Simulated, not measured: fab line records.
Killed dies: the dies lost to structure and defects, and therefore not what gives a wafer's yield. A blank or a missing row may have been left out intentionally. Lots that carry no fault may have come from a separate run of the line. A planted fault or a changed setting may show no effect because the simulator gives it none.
fab line records + flow n5-finfet
[record]
- lots = 11
- wafers = 33
- last-day = 19
route steps=1938 shown BEOL_M5@1160 PAD_METAL@1896 PASSIVATION@1931
lots with no fault: from the same line, run without faults
start-h: start of the lot's first displayed wafer, in hours after the record's first day + wait-h: how many hours have passed since the lot's step before this one + " unchanged from the row above + L1.1+2: a single row standing in for several wafers + - no value, or no start given + * or withheld: withheld + < > ~ a bound
route shown NAME@n: names a module that has steps shown in the file, with the first one's number in the route + usual: average and standard deviation across the fault-free wafers + same: alike in all rows + chamber/n: place in a boat + sites: each site's reading + _std_site: the values' standard deviation + _edge_site: the outer-site mean with the inner-site mean subtracted + radius-mm: how far each site lies from the wafer's centre + mask NAME#n: copy n + behind: the last tool/chamber to shape the wafer + hold: reason for holding the lot/hours on hold/outcome of the hold + device: names the non-switching transistor (n, p or np) + end of line: the tests these same wafers got at the end of their route + step lacking rows: just its recipe + killed: at the first sort, the dies lost to defects and structure; wafer yield is something else + map: dies across one wafer; x = killed, . = not, _ = none there
set.NAME: the setting as run; set.NAME@STEP: as run at that earlier step + model.NAME: the simulator's own value behind a step, which no gauge read
one table for each step of the route and one row for each wafer, over a sample of lots
services: from which hour (start-h, from the record's first day; less than 0 if before it) a tool's chamber was out of use, for how many hours, and why
[[steps]]
[step N5_BEOL_M5_TRENCH_ETCH_37]
[recipe]
- chemistry = C4F6/O2
- target-depth-a = 716.52
- target = SiCOH_lowk
- time-s = 24.7
- ion-energy-ev = 250
- pressure-mtorr = 30
- source-w = 345
- bias-w = 185
- Ar_flow_sccm = 300
- C4F6_flow_sccm = 10
- O2_flow_sccm = 10
[usual]
- drypump-motor-current-A = 5.6/0.71
- oes-product-au = 0.75/0.083
- rf-vpp-V = 669/13
- showerhead-plenum-p-Torr = 2.86/0.094
- throttle-valve-pct = 21.07/0.23
| lot.wafer | tool        | chamber | start-h | wait-h | drypump-motor-current-A | oes-product-au | rf-hours-counter-h | rf-vpp-V | showerhead-plenum-p-Torr | throttle-valve-pct |
|-----------|-------------|---------|---------|--------|-------------------------|----------------|--------------------|----------|--------------------------|--------------------|
| L631.3    | rie-diel-01 | 2       | 178.60  | -      | 5.6                     | 0.77           | 149                | 689      | 2.85                     | 21.18              |
| L631.4    | "           | 3       | "       | "      | 4.7                     | 0.71           | 225                | 670      | 2.81                     | 21.19              |
| L631.6    | "           | 3       | "       | "      | 4.7                     | 0.71           | -                  | 670      | 2.81                     | 21.19              |
| L630.2    | rie-diel-01 | 1       | 179.72  | -      | 5.2                     | 0.69           | 227                | 673      | 2.94                     | 20.95              |
| L630.4    | "           | 2       | "       | "      | 5.5                     | 0.76           | 150                | 688      | 2.85                     | 21.17              |
| L630.5    | "           | 2       | "       | "      | 5.6                     | 0.76           | -                  | 689      | 2.85                     | 21.16              |
| L632.2    | rie-diel-01 | 1       | 188.09  | -      | 5.2                     | 0.68           | 230                | 674      | 2.94                     | 20.93              |
| L632.4    | "           | 2       | "       | "      | 5.5                     | 0.76           | 153                | 687      | 2.85                     | 21.18              |
| L632.5    | "           | 2       | "       | "      | 5.5                     | 0.77           | -                  | 688      | 2.85                     | 21.17              |
| L636.2    | rie-diel-01 | 0       | 211.09  | -      | 5.0                     | 0.75           | 168                | 694      | 2.94                     | 21.13              |
| L636.3    | "           | 2       | "       | "      | 5.6                     | 0.75           | 160                | 687      | 2.85                     | 21.20              |
| L636.5    | "           | 2       | "       | "      | 5.5                     | 0.76           | -                  | 688      | 2.85                     | 21.20              |
| L638.1    | rie-diel-05 | 2       | 212.50  | -      | 5.3                     | 0.69           | 216                | 666      | 2.94                     | 21.05              |
| L638.2    | "           | 3       | "       | "      | 4.9                     | 0.90           | 30                 | 660      | 3.00                     | 20.87              |
| L638.4    | "           | 1       | "       | "      | 6.7                     | 0.72           | 172                | 649      | 2.75                     | 21.24              |
| L639.1    | rie-diel-01 | 3       | 218.32  | -      | 4.7                     | 0.69           | 238                | 670      | 2.80                     | 21.21              |
| L639.2    | "           | 0       | "       | "      | 5.0                     | 0.74           | 171                | 695      | 2.94                     | 21.13              |
| L639.4    | "           | 2       | "       | "      | 5.6                     | 0.75           | 162                | 687      | 2.85                     | 21.21              |
| L644.3    | rie-diel-01 | 0       | 309.21  | -      | 5.0                     | 0.73           | 200                | 694      | 2.92                     | 21.19              |
| L644.5    | "           | 1       | "       | "      | 5.2                     | 0.96           | -                  | 672      | 2.92                     | 20.70              |
| L644.6    | "           | 0       | "       | "      | 5.0                     | 0.73           | -                  | 694      | 2.92                     | 21.19              |
| L647.2    | rie-diel-05 | 1       | 311.90  | -      | 6.7                     | 0.70           | 198                | 648      | 2.74                     | 21.27              |
| L647.4    | "           | 0       | "       | "      | 6.7                     | 0.68           | 243                | 673      | 2.71                     | 21.46              |
| L647.6    | "           | 1       | "       | "      | 6.7                     | 0.71           | -                  | 648      | 2.74                     | 21.27              |
| L646.1    | rie-diel-06 | 1       | 318.42  | -      | 5.4                     | 0.68           | 224                | 666      | 2.80                     | 21.00              |
| L646.2    | "           | 3       | "       | "      | 5.5                     | 0.70           | 210                | 657      | 2.84                     | 21.16              |
| L646.3    | "           | 0       | "       | "      | 6.4                     | 0.77           | 109                | 655      | 2.96                     | 20.63              |
| L651.1    | rie-diel-01 | 3       | 328.30  | -      | 4.7                     | 0.95           | 8                  | 669      | 2.79                     | 20.84              |
| L651.4    | "           | 1       | "       | "      | 5.2                     | 0.94           | 13                 | 673      | 2.92                     | 20.69              |
| L651.5    | "           | 1       | "       | "      | 5.2                     | 0.94           | -                  | 672      | 2.92                     | 20.71              |
| L652.1    | rie-diel-05 | 0       | 344.95  | -      | 6.7                     | 0.67           | 247                | 670      | 2.71                     | 21.48              |
| L652.3    | "           | 2       | "       | "      | 5.3                     | 0.67           | 245                | 665      | 2.93                     | 21.10              |
| L652.6    | "           | 3       | "       | "      | 5.0                     | 0.84           | -                  | 659      | 2.99                     | 20.90              |
[step N5_PASSIVATION_AL_DEP_21]
[recipe]
- material = Al
- target-thk-a = 28000
- temp-c = 400
- time-s = 170
- power-w = 30000
- chamber-pressure-pa = 0.4
- gas = Ar
[usual]
- throttle-valve-pct = 29.9/1
| lot.wafer | tool           | chamber | start-h | wait-h | throttle-valve-pct |
|-----------|----------------|---------|---------|--------|--------------------|
| L631.3    | pvd-sputter-02 | -       | 249.79  | 0.1    | 29.4               |
| L631.4    | "              | -       | "       | "      | 29.2               |
| L631.6    | "              | -       | "       | "      | 29.0               |
| L630.2    | pvd-sputter-01 | -       | 253.06  | 0.1    | 31.4               |
| L630.4    | "              | -       | "       | "      | 30.2               |
| L630.5    | "              | -       | "       | "      | 29.9               |
| L632.2    | pvd-sputter-03 | -       | 254.19  | 0.1    | 31.5               |
| L632.4    | "              | -       | "       | "      | 30.9               |
| L632.5    | "              | -       | "       | "      | 28.0               |
| L636.2    | pvd-sputter-02 | -       | 284.45  | 0.1    | 29.3               |
| L636.3    | "              | -       | "       | "      | 28.7               |
| L636.5    | "              | -       | "       | "      | 28.6               |
| L638.1    | pvd-sputter-03 | -       | 289.82  | 0.1    | 28.3               |
| L638.2    | "              | -       | "       | "      | 30.7               |
| L638.4    | "              | -       | "       | "      | 31.1               |
| L639.1    | pvd-sputter-02 | -       | 289.90  | 0.1    | 28.3               |
| L639.2    | "              | -       | "       | "      | 30.4               |
| L639.4    | "              | -       | "       | "      | 29.0               |
| L647.2    | pvd-sputter-01 | -       | 415.24  | 0.1    | 30.2               |
| L647.4    | "              | -       | "       | "      | 30.0               |
| L647.6    | "              | -       | "       | "      | 30.0               |
| L644.3    | pvd-sputter-03 | -       | 415.61  | 0.1    | 31.2               |
| L644.5    | "              | -       | "       | "      | 28.2               |
| L644.6    | "              | -       | "       | "      | 30.7               |
| L646.1    | pvd-sputter-01 | -       | 415.94  | 0.1    | 30.2               |
| L646.2    | "              | -       | "       | "      | 29.9               |
| L646.3    | "              | -       | "       | "      | 29.9               |
| L651.1    | pvd-sputter-01 | -       | 427.15  | 0.1    | 30.1               |
| L651.4    | "              | -       | "       | "      | 30.4               |
| L651.5    | "              | -       | "       | "      | 31.1               |
| L652.1    | pvd-sputter-02 | -       | 441.13  | 0.1    | 28.5               |
| L652.3    | "              | -       | "       | "      | 29.0               |
| L652.6    | "              | -       | "       | "      | 29.1               |
[step N5_PASSIVATION_STRIP_48]
[recipe]
- chemistry = O2
- power-w = 600
- temp-c = 60
- pressure-mtorr = 30
- rf-frequency-hz = 6e+07
- bias-power-w = 0
- overash-fraction = 0.5
- o2-flow-sccm = 225
[usual]
- drypump-motor-current-A = 6.1/0.36
- oes-product-au = 0.81/0.073
- rf-vpp-V = 3.8/2.6
- showerhead-plenum-p-Torr = 2.12/0.086
- temp-c = 60.00/0.14
- throttle-valve-pct = 16.64/0.17
| lot.wafer | tool        | chamber | start-h | wait-h | drypump-motor-current-A | oes-product-au | rf-hours-counter-h | rf-vpp-V | showerhead-plenum-p-Torr | temp-c | throttle-valve-pct |
|-----------|-------------|---------|---------|--------|-------------------------|----------------|--------------------|----------|--------------------------|--------|--------------------|
| L631.3    | rie-diel-02 | 3       | 252.89  | 0.1    | 6.3                     | 0.85           | 68                 | 10.8     | 2.12                     | 59.99  | 16.66              |
| L631.4    | "           | 1       | "       | "      | 6.2                     | 0.88           | 40                 | 5.7      | 2.23                     | 60.14  | 16.37              |
| L631.6    | "           | 1       | "       | "      | 6.2                     | 0.82           | -                  | 6.2      | 2.23                     | 60.10  | 16.42              |
| L630.2    | rie-diel-02 | 3       | 256.07  | 0.1    | 6.3                     | 0.85           | 70                 | 3.3      | 2.12                     | 59.97  | 16.59              |
| L630.4    | "           | 2       | "       | "      | 6.0                     | 0.78           | 163                | 2.1      | 2.19                     | 59.92  | 16.61              |
| L630.5    | "           | 3       | "       | "      | 6.4                     | 0.87           | -                  | 5.1      | 2.12                     | 60.04  | 16.70              |
| L632.2    | rie-diel-02 | 0       | 258.28  | 0.1    | 6.3                     | 0.71           | 218                | 3.7      | 1.99                     | 59.85  | 16.91              |
| L632.4    | "           | 1       | "       | "      | 6.2                     | 0.82           | 42                 | 9.4      | 2.23                     | 59.80  | 16.41              |
| L632.5    | "           | 0       | "       | "      | 6.4                     | 0.72           | -                  | 3.6      | 1.99                     | 59.84  | 16.86              |
| L636.2    | rie-diel-02 | 2       | 287.59  | 0.1    | 6.0                     | 0.79           | 172                | 0.3      | 2.18                     | 60.11  | 16.63              |
| L636.3    | "           | 0       | "       | "      | 6.4                     | 0.69           | 227                | 2.9      | 1.99                     | 60.21  | 16.90              |
| L636.5    | "           | 2       | "       | "      | 6.0                     | 0.77           | -                  | 2.4      | 2.18                     | 60.09  | 16.68              |
| L638.1    | rie-diel-04 | 2       | 292.67  | 0.1    | 6.2                     | 0.68           | 241                | 5.4      | 1.98                     | 60.18  | 17.21              |
| L638.2    | "           | 1       | "       | "      | 6.2                     | 0.84           | 79                 | 0.4      | 2.11                     | 60.02  | 16.61              |
| L638.4    | "           | 0       | "       | "      | 6.3                     | 0.89           | 46                 | 3.6      | 2.06                     | 59.74  | 16.40              |
| L639.1    | rie-diel-02 | 2       | 293.00  | 0.1    | 6.0                     | 0.73           | 175                | 5.1      | 2.18                     | 59.93  | 16.66              |
| L639.2    | "           | 0       | "       | "      | 6.4                     | 0.70           | 229                | 8.3      | 1.99                     | 60.13  | 16.89              |
| L639.4    | "           | 1       | "       | "      | 6.2                     | 0.86           | 52                 | 8.1      | 2.23                     | 60.03  | 16.49              |
| L647.2    | rie-diel-03 | 0       | 418.32  | 0.1    | 5.7                     | 0.89           | 55                 | 6.5      | 2.22                     | 60.12  | 16.54              |
| L647.4    | "           | 0       | "       | "      | 5.7                     | 0.88           | -                  | 3.0      | 2.22                     | 60.00  | 16.62              |
| L647.6    | "           | 3       | "       | "      | 5.4                     | 0.79           | -                  | 1.6      | 2.19                     | 60.17  | 16.47              |
| L644.3    | rie-diel-02 | 3       | 418.80  | 0.1    | 6.4                     | 0.80           | 124                | 2.4      | 2.10                     | 60.06  | 16.78              |
| L644.5    | "           | 3       | "       | "      | 6.3                     | 0.78           | -                  | 4.8      | 2.09                     | 59.98  | 16.72              |
| L644.6    | "           | 0       | "       | "      | 6.4                     | 0.95           | -                  | 7.2      | 1.97                     | 59.79  | 16.49              |
| L646.1    | rie-diel-02 | 3       | 419.51  | 0.1    | 6.3                     | 0.84           | 125                | 1.3      | 2.10                     | 59.91  | 16.71              |
| L646.2    | "           | 1       | "       | "      | 6.2                     | 0.79           | 96                 | 2.7      | 2.21                     | 60.10  | 16.49              |
| L646.3    | "           | 2       | "       | "      | 6.0                     | 0.73           | 218                | 3.0      | 2.17                     | 59.80  | 16.70              |
| L651.1    | rie-diel-04 | 1       | 430.00  | 0.1    | 6.3                     | 0.77           | 117                | 4.8      | 2.10                     | 60.01  | 16.75              |
| L651.4    | "           | 2       | "       | "      | 6.3                     | 0.89           | 21                 | 2.4      | 2.23                     | 60.15  | 16.81              |
| L651.5    | "           | 2       | "       | "      | 6.3                     | 0.90           | -                  | 0.7      | 2.23                     | 60.05  | 16.81              |
| L652.1    | rie-diel-04 | 1       | 443.99  | 0.1    | 6.3                     | 0.79           | 122                | 0.8      | 2.10                     | 59.96  | 16.71              |
| L652.3    | "           | 3       | "       | "      | 5.3                     | 0.78           | 115                | 8.8      | 2.02                     | 59.88  | 16.56              |
| L652.6    | "           | 1       | "       | "      | 6.3                     | 0.78           | -                  | 1.6      | 2.10                     | 60.19  | 16.76              |
[step N5_PASSIVATION_PROBE_49]
[usual]
- defect-limited-yield = 91.0/1.5
- killed_at_M0_to_M3 = 32/9.6
- killed_at_M4_up = 13/4.7
- killed-at-contacts = 13/7.2
- killed-at-front-end = 44/13
- killed-at-other = 4/3.4
- killed-dies = 106/18
- killed-on-rim = 14/4.2
- killed-open = 70/13
- killed-short = 35/8
- sort_bin_5_function = 5.3/0.97
- sort_bin_6_memory = 3.4/0.73
- sort_bin_8_speed = 0.00/0.036
- sort-n-pass = 1074/18
- sort-yield-pct = 91.0/1.5
[same]
- gross-dies = 1180
- killed-at-back-side = 0
- sort_bin_4_leakage[%] = 0
| lot.wafer | tool      | chamber | start-h | wait-h | defect-limited-yield[%] | killed_at_M0_to_M3 | killed_at_M4_up | killed-at-contacts | killed-at-front-end | killed-at-other | killed-dies | killed-on-rim | killed-open | killed-short | sort_bin_5_function[%] | sort_bin_6_memory[%] | sort_bin_8_speed[%] | sort-n-pass | sort-yield-pct[%] |
|-----------|-----------|---------|---------|--------|-------------------------|--------------------|-----------------|--------------------|---------------------|-----------------|-------------|---------------|-------------|--------------|------------------------|----------------------|---------------------|-------------|-------------------|
| L630.2    | prober-01 | -       | 258.65  | 0.1    | 90.3                    | 38                 | 14              | 19                 | 44                  | 0               | 115         | 10            | 74          | 41           | 5.3                    | 3.9                  | 0                   | 1065        | 90.3              |
| L630.4    | prober-01 | -       | 258.75  | 0.2    | 92.5                    | 27                 | 10              | 12                 | 37                  | 3               | 89          | 15            | 57          | 30           | 3.9                    | 3.4                  | 0                   | 1091        | 92.5              |
| L630.5    | prober-01 | -       | 258.80  | 0.2    | 93.0                    | 19                 | 13              | 15                 | 35                  | 1               | 83          | 12            | 65          | 18           | 3.6                    | 3.2                  | 0                   | 1097        | 93.0              |
| L636.2    | prober-02 | -       | 290.53  | 0.1    | 91.1                    | 33                 | 15              | 7                  | 36                  | 14              | 105         | 14            | 68          | 35           | 5.3                    | 3.3                  | 0                   | 1075        | 91.1              |
| L636.3    | prober-02 | -       | 290.58  | 0.1    | 86.2                    | 25                 | 97              | 7                  | 33                  | 1               | 163         | 28            | 53          | 30           | 8.2                    | 3.4                  | 0                   | 1017        | 86.2              |
| L636.5    | prober-02 | -       | 290.68  | 0.2    | 85.6                    | 35                 | 89              | 2                  | 43                  | 1               | 170         | 24            | 59          | 37           | 8.6                    | 3.9                  | 0                   | 1010        | 85.6              |
| L639.1    | prober-02 | -       | 296.23  | 0.3    | 89.7                    | 34                 | 13              | 29                 | 46                  | 0               | 122         | 14            | 81          | 41           | 6.5                    | 3.6                  | 0                   | 1058        | 89.7              |
| L639.2    | prober-02 | -       | 296.28  | 0.3    | 90.9                    | 51                 | 9               | 16                 | 24                  | 7               | 107         | 12            | 72          | 35           | 5.5                    | 3.5                  | 0                   | 1073        | 90.9              |
| L639.4    | prober-02 | -       | 296.38  | 0.4    | 85.7                    | 25                 | 93              | 13                 | 35                  | 3               | 169         | 35            | 63          | 30           | 8.2                    | 4.1                  | 0                   | 1011        | 85.7              |
| L646.1    | prober-01 | -       | 425.08  | 0.0    | 89.5                    | 33                 | 16              | 26                 | 47                  | 2               | 124         | 15            | 87          | 36           | 5.8                    | 4.3                  | 0                   | 1056        | 89.5              |
| L646.2    | prober-01 | -       | 425.13  | 0.1    | 91.6                    | 31                 | 7               | 15                 | 43                  | 3               | 99          | 9             | 60          | 37           | 4.7                    | 3.3                  | 0                   | 1081        | 91.6              |
| L646.3    | prober-01 | -       | 425.18  | 0.1    | 91.0                    | 22                 | 11              | 20                 | 50                  | 3               | 106         | 16            | 63          | 42           | 5.3                    | 3.2                  | 0                   | 1074        | 91.0              |
| L644.3    | prober-02 | -       | 425.17  | 0.1    | 89.3                    | 19                 | 11              | 13                 | 76                  | 7               | 126         | 17            | 68          | 55           | 6.4                    | 3.9                  | 0                   | 1054        | 89.3              |
| L644.5    | prober-02 | -       | 425.27  | 0.2    | 91.3                    | 29                 | 17              | 12                 | 42                  | 3               | 103         | 12            | 58          | 37           | 5.4                    | 3.0                  | 0                   | 1077        | 91.3              |
| L644.6    | prober-02 | -       | 425.32  | 0.3    | 90.3                    | 43                 | 10              | 10                 | 47                  | 5               | 115         | 17            | 76          | 30           | 4.7                    | 4.2                  | 0                   | 1065        | 90.3              |
| L651.1    | prober-01 | -       | 432.54  | 0.0    | 92.1                    | 27                 | 17              | 8                  | 36                  | 5               | 93          | 9             | 61          | 32           | 4.0                    | 3.7                  | 0                   | 1087        | 92.1              |
| L651.4    | prober-01 | -       | 432.69  | 0.2    | 92.5                    | 25                 | 12              | 7                  | 41                  | 3               | 88          | 15            | 51          | 37           | 4.3                    | 2.7                  | 0                   | 1092        | 92.5              |
| L651.5    | prober-01 | -       | 432.74  | 0.2    | 90.4                    | 35                 | 18              | 14                 | 44                  | 2               | 113         | 12            | 78          | 35           | 5.7                    | 3.6                  | 0                   | 1067        | 90.4              |
| L652.1    | prober-01 | -       | 446.48  | 0.0    | 90.4                    | 51                 | 15              | 13                 | 32                  | 2               | 113         | 14            | 76          | 37           | 6.1                    | 3.4                  | 0                   | 1067        | 90.4              |
| L652.3    | prober-01 | -       | 446.58  | 0.1    | 93.5                    | 23                 | 4               | 6                  | 38                  | 6               | 77          | 9             | 50          | 27           | 3.7                    | 2.5                  | 0                   | 1103        | 93.5              |
| L652.6    | prober-01 | -       | 446.73  | 0.3    | 91.3                    | 30                 | 17              | 20                 | 34                  | 2               | 103         | 13            | 72          | 31           | 5.5                    | 2.8                  | 0                   | 1077        | 91.3              |
// killed by level:class
L630.2 FIN_SAQP:geometric-particle:short=14 MOL_CONTACT_COAG:geometric-particle:open=14 BEOL_M4:geometric-particle:open=10 BEOL_M2:geometric-particle:open=8 FIN_SAQP:geometric-particle:open=7 BEOL_M3:geometric-particle:open=7 GATE_CUT:geometric-particle:short=6 BEOL_M1:geometric-particle:open=6
L630.4 BEOL_M2:geometric-particle:open=15 MOL_CONTACT_COAG:geometric-particle:open=7 STI_FIN_REVEAL:geometric-particle:open=6 FIN_SAQP:geometric-particle:open=6 BEOL_M3:geometric-particle:open=6 MOL_CONTACT_COAG:geometric-particle:short=5 STARTING-WAFER:geometric-particle:short=5 FIN_SAQP:geometric-particle:short=4
L630.5 MOL_CONTACT_COAG:geometric-particle:open=13 FIN_SAQP:geometric-particle:open=12 BEOL_M4:geometric-particle:open=9 FIN_SAQP:geometric-particle:short=8 BEOL_M3:geometric-particle:open=8 BEOL_M2:geometric-particle:open=6 STI_FIN_REVEAL:geometric-particle:open=3 DUMMY_GATE:geometric-particle:open=3
L636.2 BEOL_M0_SAQP:geometric-particle:open=11 BEOL_M0_SAQP:geometric-particle:short=11 BEOL_M4:geometric-particle:open=9 FIN_SAQP:geometric-particle:open=7 STI_FIN_REVEAL:geometric-particle:open=7 BEOL_M2:geometric-particle:open=5 PASS1_CAP:geometric-particle:open=5 DUMMY_GATE:geometric-particle:open=4
L636.3 BEOL_M5:unspecified=79 BEOL_M4:geometric-particle:open=11 BEOL_M0_SAQP:geometric-particle:open=9 FIN_SAQP:geometric-particle:short=7 MOL_CONTACT_COAG:geometric-particle:open=7 BEOL_M0_SAQP:geometric-particle:short=7 FIN_SAQP:geometric-particle:open=4 STI_FIN_REVEAL:geometric-particle:open=4
L636.5 BEOL_M5:unspecified=71 FIN_SAQP:geometric-particle:short=10 BEOL_M2:geometric-particle:open=9 DUMMY_GATE:geometric-particle:open=8 BEOL_M4:geometric-particle:open=8 FIN_SAQP:geometric-particle:open=7 STI_FIN_REVEAL:geometric-particle:open=6 BEOL_M0_SAQP:geometric-particle:short=6
L639.1 MOL_CONTACT_COAG:geometric-particle:open=25 FIN_SAQP:geometric-particle:short=15 FIN_SAQP:geometric-particle:open=13 BEOL_M4:geometric-particle:open=10 BEOL_M0_SAQP:geometric-particle:open=10 BEOL_M0_SAQP:geometric-particle:short=9 BEOL_M3:geometric-particle:open=9 STARTING-WAFER:geometric-particle:short=7
L639.2 BEOL_M3:geometric-particle:open=13 MOL_CONTACT_COAG:geometric-particle:open=13 BEOL_M0_SAQP:geometric-particle:open=11 BEOL_M0_SAQP:geometric-particle:short=11 FIN_SAQP:geometric-particle:open=7 BEOL_M1:geometric-particle:open=6 FIN_SAQP:geometric-particle:short=5 BEOL_M2:geometric-particle:open=4
L639.4 BEOL_M5:unspecified=76 MOL_CONTACT_COAG:geometric-particle:open=12 FIN_SAQP:geometric-particle:open=9 FIN_SAQP:geometric-particle:short=8 BEOL_M4:geometric-particle:open=7 BEOL_M0_SAQP:geometric-particle:short=6 STI_FIN_REVEAL:geometric-particle:open=5 BEOL_M3:geometric-particle:open=5
L646.1 MOL_CONTACT_COAG:geometric-particle:open=22 STI_FIN_REVEAL:geometric-particle:open=18 BEOL_M0_SAQP:geometric-particle:short=11 BEOL_M0_SAQP:geometric-particle:open=7 BEOL_M1:geometric-particle:open=7 FIN_SAQP:geometric-particle:open=6 BEOL_M8:geometric-particle:open=6 DUMMY_GATE:geometric-particle:open=5
L646.2 MOL_CONTACT_COAG:geometric-particle:open=12 STI_FIN_REVEAL:geometric-particle:open=9 BEOL_M0:geometric-particle:open=7 STARTING-WAFER:geometric-particle:short=7 BEOL_M0_SAQP:geometric-particle:short=6 BEOL_M0_SAQP:geometric-particle:open=6 STI_FIN_REVEAL:geometric-particle:short=5 FIN_SAQP:geometric-particle:short=4
L644.3 FIN_SAQP:geometric-particle:short=28 FIN_SAQP:geometric-particle:open=23 MOL_CONTACT_COAG:geometric-particle:open=9 GATE_CUT:geometric-particle:short=8 ILD0:geometric-particle:open=6 BEOL_M2:geometric-particle:open=6 BEOL_M4:geometric-particle:open=5 STARTING-WAFER:geometric-particle:open=4
L646.3 MOL_CONTACT_COAG:geometric-particle:open=15 STI_FIN_REVEAL:geometric-particle:open=12 BEOL_M0_SAQP:geometric-particle:short=8 STI_FIN_REVEAL:geometric-particle:short=7 GATE_CUT:geometric-particle:short=6 MOL_CONTACT_COAG:geometric-particle:short=5 BEOL_M1:geometric-particle:open=5 BEOL_M3:geometric-particle:open=5
L644.5 FIN_SAQP:geometric-particle:short=16 MOL_CONTACT_COAG:geometric-particle:open=10 BEOL_M0_SAQP:geometric-particle:short=8 BEOL_M3:geometric-particle:open=8 FIN_SAQP:geometric-particle:open=7 STI_FIN_REVEAL:geometric-particle:open=5 BEOL_M0_SAQP:geometric-particle:open=4 BEOL_M0:geometric-particle:open=4
L644.6 FIN_SAQP:geometric-particle:open=13 BEOL_M2:geometric-particle:open=13 MOL_CONTACT_COAG:geometric-particle:open=10 BEOL_M0_SAQP:geometric-particle:short=10 BEOL_M0_SAQP:geometric-particle:open=7 FIN_SAQP:geometric-particle:short=6 HKMG_FIN:area-etch=6 GATE_CUT:geometric-particle:open=5
L651.1 STI_FIN_REVEAL:geometric-particle:open=9 FIN_SAQP:geometric-particle:open=7 BEOL_M4:geometric-particle:open=7 FIN_SAQP:geometric-particle:short=5 MOL_CONTACT_COAG:geometric-particle:open=5 BEOL_M1:geometric-particle:open=5 BEOL_M3:geometric-particle:open=5 DUMMY_GATE:geometric-particle:open=4
L651.4 BEOL_M1:geometric-particle:open=8 STI_FIN_REVEAL:geometric-particle:open=6 GATE_CUT:geometric-particle:short=6 BEOL_M0_SAQP:geometric-particle:open=6 BEOL_M4:geometric-particle:open=6 DUMMY_GATE:geometric-particle:short=5 MOL_CONTACT_COAG:geometric-particle:open=5 FIN_SAQP:geometric-particle:open=4
L651.5 MOL_CONTACT_COAG:geometric-particle:open=14 FIN_SAQP:geometric-particle:open=12 STI_FIN_REVEAL:geometric-particle:open=11 FIN_SAQP:geometric-particle:short=10 BEOL_M4:geometric-particle:open=9 BEOL_M1:geometric-particle:open=9 BEOL_M0_SAQP:geometric-particle:open=6 BEOL_M0_SAQP:geometric-particle:short=4
L652.1 BEOL_M0_SAQP:geometric-particle:short=14 STI_FIN_REVEAL:geometric-particle:open=13 MOL_CONTACT_COAG:geometric-particle:open=13 BEOL_M4:geometric-particle:open=10 BEOL_M1:geometric-particle:short=7 BEOL_M3:geometric-particle:open=7 BEOL_M2:geometric-particle:open=6 STARTING-WAFER:geometric-particle:short=6
L652.3 STI_FIN_REVEAL:geometric-particle:open=9 BEOL_M3:geometric-particle:open=9 DUMMY_GATE:geometric-particle:open=5 GATE_CUT:geometric-particle:short=5 STARTING-WAFER:geometric-particle:short=5 MOL_CONTACT_COAG:geometric-particle:open=4 STI_FIN_REVEAL:geometric-particle:short=3 ILD0:geometric-particle:open=3
L652.6 MOL_CONTACT_COAG:geometric-particle:open=16 BEOL_M2:geometric-particle:open=9 BEOL_M4:geometric-particle:open=7 STI_FIN_REVEAL:geometric-particle:open=6 STI_FIN_REVEAL:geometric-particle:short=5 BEOL_M0_SAQP:geometric-particle:open=5 BEOL_M3:geometric-particle:open=5 FIN_SAQP:geometric-particle:open=4
[[services]]
| tool           | chamber | start-h | hours | kind   |
|----------------|---------|---------|-------|--------|
| rie-diel-02    | 1       | 162.01  | 21.4  | repair |
| rie-diel-05    | 2       | 167.42  | 14.2  | repair |
| rie-diel-06    | -       | 168.33  | 28.1  | pm     |
| rie-diel-02    | 3       | 179.16  | 26.0  | repair |
| rie-diel-04    | -       | 181.13  | 14.6  | pm     |
| rie-diel-04    | 0       | 253.23  | 8.6   | repair |
| rie-diel-05    | -       | 253.99  | 4.3   | pm     |
| pvd-sputter-01 | -       | 273.00  | 6.9   | repair |
| rie-diel-04    | -       | 273.54  | 1.3   | repair |
| rie-diel-05    | -       | 284.08  | 2.4   | repair |
| rie-diel-01    | 1       | 294.48  | 7.1   | repair |
| rie-diel-05    | -       | 295.14  | 2.8   | pm     |
| pvd-sputter-01 | -       | 303.61  | 2.6   | repair |
| rie-diel-05    | -       | 320.91  | 14.6  | pm     |
| pvd-sputter-01 | -       | 340.71  | 0.5   | repair |
| rie-diel-05    | 0       | 348.78  | 2.5   | repair |
| pvd-sputter-01 | -       | 361.77  | 2.6   | repair |
| rie-diel-01    | 0       | 362.90  | 12.3  | repair |
| rie-diel-05    | 1       | 368.33  | 8.1   | repair |
| rie-diel-04    | 2       | 381.35  | 3.7   | repair |
| pvd-sputter-03 | -       | 381.99  | 4.0   | repair |
| pvd-sputter-01 | -       | 393.31  | 2.4   | repair |
| rie-diel-05    | -       | 419.60  | 1.1   | repair |
| rie-diel-05    | -       | 437.45  | 0.5   | repair |
[[key]]
[first-sign]
- step = N5_PASSIVATION_PROBE_49
- reading = killed_at_M4_up
- direction = up
- sigmas = 17
- usual = 13
- struck = 93
[effect]
- step = N5_PASSIVATION_PROBE_49
- reading = defect-limited-yield
- direction = down
- sigmas = 3.4
- usual = 91.0
- struck = 85.8
[more-kills-born-at]
- N5_BEOL_M5_TRENCH_ETCH_37@rie-diel-01 = 226
met-at N5_BEOL_M5_TRENCH_ETCH_37
struck-lots L636,L639
struck-wafers L636.3,L636.5,L639.4
not-acting-at N5_PASSIVATION_AL_DEP_21,N5_PASSIVATION_STRIP_48
onset-between 188.09 211.09
[fault]
- kind = chamber-particle-source
- tool = rie-diel-01
- chamber = 2
- onset-h = 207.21
- steps = N5_BEOL_M5_TRENCH_ETCH_37
- rate-per-visit-cm2 = 1.1323
- end-h = 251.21
